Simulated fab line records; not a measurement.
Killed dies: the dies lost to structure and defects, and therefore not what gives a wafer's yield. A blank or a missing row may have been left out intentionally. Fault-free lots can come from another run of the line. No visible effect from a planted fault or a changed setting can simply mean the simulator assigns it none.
The same fault as seen by 2 desks -- flow n5 finfet -- each desk has only its own numbers; what lay behind them comes last

== TOOL OWNER'S DESK, litho track-05 ==
The tool's own readings at N5_BEOL_M12_COAT_22 (resist thk 300 nm): means of the sampled wafers that have a number, for each lot that ran on this tool. Marked OUT: a lot whose mean sits more than 4 standard deviations from the usual mean, which makes it out of limits; the brackets give that distance.
Columns: A = spin speed rpm at N5_BEOL_M12_COAT_22, usual 2888.0 rpm
lot,first seen here,A
L295,day 10 18:00,2887.6
L303,day 12 01:10,2889.2
L308,day 13 15:05,2890.3
L309,day 13 23:22,2886.2
L310,day 14 16:25,2533.4 (-99 or more) OUT
L312,day 14 20:54,2536.4 (-99 or more) OUT
This desk finds L310, L312 out of limits, L310 being first, at day 14 16:25 (spin speed rpm at N5_BEOL_M12_COAT_22). Within limits: L295, L303, L308, L309.

== FROM THE METROLOGY DESK ==
Lot by lot, what the gauges showed, no matter which tool ran the lot: averages of those sampled wafers that carry a number. Marked OUT: a lot whose mean sits more than 4 standard deviations from the usual mean, which makes it out of limits; the brackets give that distance.
Columns: A = cd nm at N5_BEOL_M12_CD_MEAS_10, usual 140.8 nm; B = M12_OVL at N5_BEOL_M12_OVL_MEAS_29, usual -5 nm
lot,first seen here,A,B
L295,day 10 17:23,140.5,-5
L303,day 12 00:32,138.0,-6
L302,day 12 01:08,139.9,-6
L306,day 13 12:23,140.9,-6
L305,day 13 13:19,140.6,-8
L308,day 13 14:02,143.2,1
L309,day 13 22:44,142.5,-5
L310,day 14 15:47,140.9,-6
L312,day 14 20:07,141.4,-1
L314,day 15 13:54,141.5,-8
L317,day 16 07:26,140.7,-1
L315,day 16 07:41,139.7,-8
This desk found nothing out of limits on any of the 12 lots.

== TAKEN TOGETHER ==
The tool owner's desk could have raised an alarm at day 14 16:25, on L310, L312.
From the metrology desk's view, nothing was out of limits.
The metrology desk holds a record of L310, L312, inside its limits.
All the named lots went through N5_BEOL_M12_COAT_22 on litho track-05.

== WHAT THE SIMULATOR HAD PUT IN ==
Drift in process parameters on litho track-05 at N5_BEOL_M12_COAT_22, starting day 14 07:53. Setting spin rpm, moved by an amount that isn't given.
Lots struck among those shown: L310, L312.
Time in hours from fault onset to the first out-of-limits reading at each desk: the tool owner's desk, 9.
